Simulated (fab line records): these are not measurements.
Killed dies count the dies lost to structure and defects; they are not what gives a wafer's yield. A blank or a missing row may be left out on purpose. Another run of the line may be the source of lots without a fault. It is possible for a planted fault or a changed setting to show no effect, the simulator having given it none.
One fault seen from 2 desks :: flow n5-finfet :: numbers are kept per desk, each desk with only its own; the story behind them comes last

== AT THE METROLOGY DESK ==
Means of the sampled wafers that have a number, per lot and without regard to the tool the lot ran on: this is what the gauges read. Any lot whose mean is over 4 standard deviations away from the usual mean is out of limits and marked OUT; that distance is given in the brackets.
Columns: A = M4_THK at N5_BEOL_M4_THK_MEAS_53, usual 39.8 nm; B = cd-nm at N5_BEOL_M5_CD_MEAS_11, usual 28.03 nm
lot: L580
first seen here: day 8 07:25
A: 38.3
B: 28.00

lot: L582
first seen here: day 8 10:38
A: 38.9
B: 27.78

lot: L584
first seen here: day 9 01:02
A: 39.8
B: 28.20

lot: L586
first seen here: day 9 13:37
A: 39.4
B: 28.19

lot: L589
first seen here: day 10 05:37
A: 39.7
B: 28.09

lot: L588
first seen here: day 10 11:38
A: 40.6
B: 27.87

lot: L590
first seen here: day 10 14:45
A: 38.0
B: 28.09

lot: L591
first seen here: day 11 06:33
A: 39.1
B: 28.06

lot: L594
first seen here: day 11 11:17
A: 41.1
B: 28.06

lot: L593
first seen here: day 11 14:14
A: 38.8
B: 27.97

lot: L595
first seen here: day 12 00:14
A: 39.2
B: 28.00

lot: L600
first seen here: day 13 00:25
A: 40.4
B: 27.98

lot: L602
first seen here: day 13 22:22
A: 39.1
B: 27.94
This desk's verdict: no lot among the 13 shows anything out of limits.

== TOOL OWNER'S DESK, litho-track-05 ==
The tool's own readings at N5_BEOL_M5_COAT_60 (time 60 s, resist thk 12 nm): means of the sampled wafers that have a number, for each lot that ran on this tool. Any lot whose mean is over 4 standard deviations away from the usual mean is out of limits and marked OUT; that distance is given in the brackets.
Columns: A = chill-plate-temp-C at N5_BEOL_M5_COAT_60, usual 23.01 C; B = spin-speed-rpm at N5_BEOL_M5_COAT_60, usual 1500.1 rpm
lot: L580
first seen here: day 8 10:37
A: 22.85
B: 1500.0

lot: L584
first seen here: day 9 04:26
A: 23.06
B: 1500.3

lot: L586
first seen here: day 9 17:46
A: 23.05
B: 1501.7

lot: L594
first seen here: day 11 14:02
A: 23.05
B: 1500.3

lot: L593
first seen here: day 11 16:19
A: 23.08
B: 1500.4

lot: L600
first seen here: day 13 04:52
A: 23.19
B: 1404.0 (-99 or more) OUT
This desk's verdict: out of limits on L600, starting with L600 at day 13 04:52 (spin-speed-rpm at N5_BEOL_M5_COAT_60). Within limits: L580, L584, L586, L594, L593.

== TAKEN TOGETHER ==
On L600, at day 13 04:52, an alarm was possible from the tool owner's desk.
From the metrology desk's view, nothing was out of limits.
The metrology desk has L600 on record, within its limits.
Of the lots named, all ran N5_BEOL_M5_COAT_60 on litho-track-05.

== WHAT THE SIMULATOR HAD INSERTED ==
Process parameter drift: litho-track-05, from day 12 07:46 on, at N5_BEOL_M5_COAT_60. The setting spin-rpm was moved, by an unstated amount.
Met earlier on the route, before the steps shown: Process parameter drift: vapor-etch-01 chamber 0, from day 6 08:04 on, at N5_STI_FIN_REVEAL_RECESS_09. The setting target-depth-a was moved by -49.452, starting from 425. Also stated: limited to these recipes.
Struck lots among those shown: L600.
Hours from the fault's start to each desk's first reading out of limits: the tool owner's desk, 21.
